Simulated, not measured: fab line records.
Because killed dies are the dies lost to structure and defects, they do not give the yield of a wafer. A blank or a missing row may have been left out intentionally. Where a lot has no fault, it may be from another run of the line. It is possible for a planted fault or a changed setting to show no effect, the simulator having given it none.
Chamber matching || flow n5-finfet || ald-metal-01 running N5_HKMG_FIN_ALD_36: 4 sister chambers
The step deposits TiN, target thk 1 nm, pulse time 1 s, purge time 3 s. 8 wafers are shown with their chamber, then 10 later ones without.

## EACH WAFER AND ITS CHAMBER
{"wafer": "L085.1", "chamber": 2, "heater-power-w (W)": 1008, "precursor-pulse-height-rel": 1.051}
{"wafer": "L088.2", "chamber": 3, "heater-power-w (W)": 695, "precursor-pulse-height-rel": 0.983}
{"wafer": "L088.5", "chamber": 1, "heater-power-w (W)": 839, "precursor-pulse-height-rel": 1.004}
{"wafer": "L090.1", "chamber": 0, "heater-power-w (W)": 696, "precursor-pulse-height-rel": 1.010}
{"wafer": "L090.4", "chamber": 1, "heater-power-w (W)": 831, "precursor-pulse-height-rel": 1.025}
{"wafer": "L090.5", "chamber": 3, "heater-power-w (W)": 713, "precursor-pulse-height-rel": 0.993}
{"wafer": "L092.1", "chamber": 2, "heater-power-w (W)": 985, "precursor-pulse-height-rel": 0.992}
{"wafer": "L092.2", "chamber": 0, "heater-power-w (W)": 708, "precursor-pulse-height-rel": 1.032}

## WAFERS WITH NO CHAMBER GIVEN
{"wafer": "L092.3", "heater-power-w (W)": 850, "precursor-pulse-height-rel": 0.984}
{"wafer": "L092.4", "heater-power-w (W)": 729, "precursor-pulse-height-rel": 0.978}
{"wafer": "L092.5", "heater-power-w (W)": 686, "precursor-pulse-height-rel": 0.987}
{"wafer": "L092.6", "heater-power-w (W)": 843, "precursor-pulse-height-rel": 0.962}
{"wafer": "L093.3", "heater-power-w (W)": 708, "precursor-pulse-height-rel": 1.002}
{"wafer": "L093.5", "heater-power-w (W)": 699, "precursor-pulse-height-rel": 1.021}
{"wafer": "L093.6", "heater-power-w (W)": 741, "precursor-pulse-height-rel": 1.019}
{"wafer": "L094.1", "heater-power-w (W)": 968, "precursor-pulse-height-rel": 0.997}
{"wafer": "L094.2", "heater-power-w (W)": 828, "precursor-pulse-height-rel": 1.020}
{"wafer": "L094.4", "heater-power-w (W)": 722, "precursor-pulse-height-rel": 1.007}

## WHICH CHAMBER EACH ONE RAN IN
{"wafer": "L092.3", "from the rows above": 1, "in truth": 1}
{"wafer": "L092.4", "from the rows above": "can't be placed: 3 or 0", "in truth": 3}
{"wafer": "L092.5", "from the rows above": "can't be placed: 3 or 0", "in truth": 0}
{"wafer": "L092.6", "from the rows above": 1, "in truth": 1}
{"wafer": "L093.3", "from the rows above": "can't be placed: 3 or 0", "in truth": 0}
{"wafer": "L093.5", "from the rows above": "can't be placed: 0 or 3", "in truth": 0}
{"wafer": "L093.6", "from the rows above": "can't be placed: 0 or 3", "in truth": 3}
{"wafer": "L094.1", "from the rows above": 2, "in truth": 2}
{"wafer": "L094.2", "from the rows above": 1, "in truth": 1}
{"wafer": "L094.4", "from the rows above": "can't be placed: 3 or 0", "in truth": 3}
Placed correctly: 4 of 10. Unplaceable from these rows: 6, with the true chamber sitting among the candidates in 6. Number placed wrongly: 0.
How it was worked out, from the rows above alone: a wafer's distance from a chamber is the root of the sum, over the readings, of the square of ((its reading less the chamber's mean) divided by the reading's scatter). If the next closest chamber is less than 2 further off than the closest, the wafer can't be placed; otherwise it belongs to the closest. The mean given for a chamber averages the wafers shown for that chamber. The scatter: take each reading less its chamber's mean, square it, sum over the shown wafers, divide by the number of wafers less the number of chambers, and take the root.
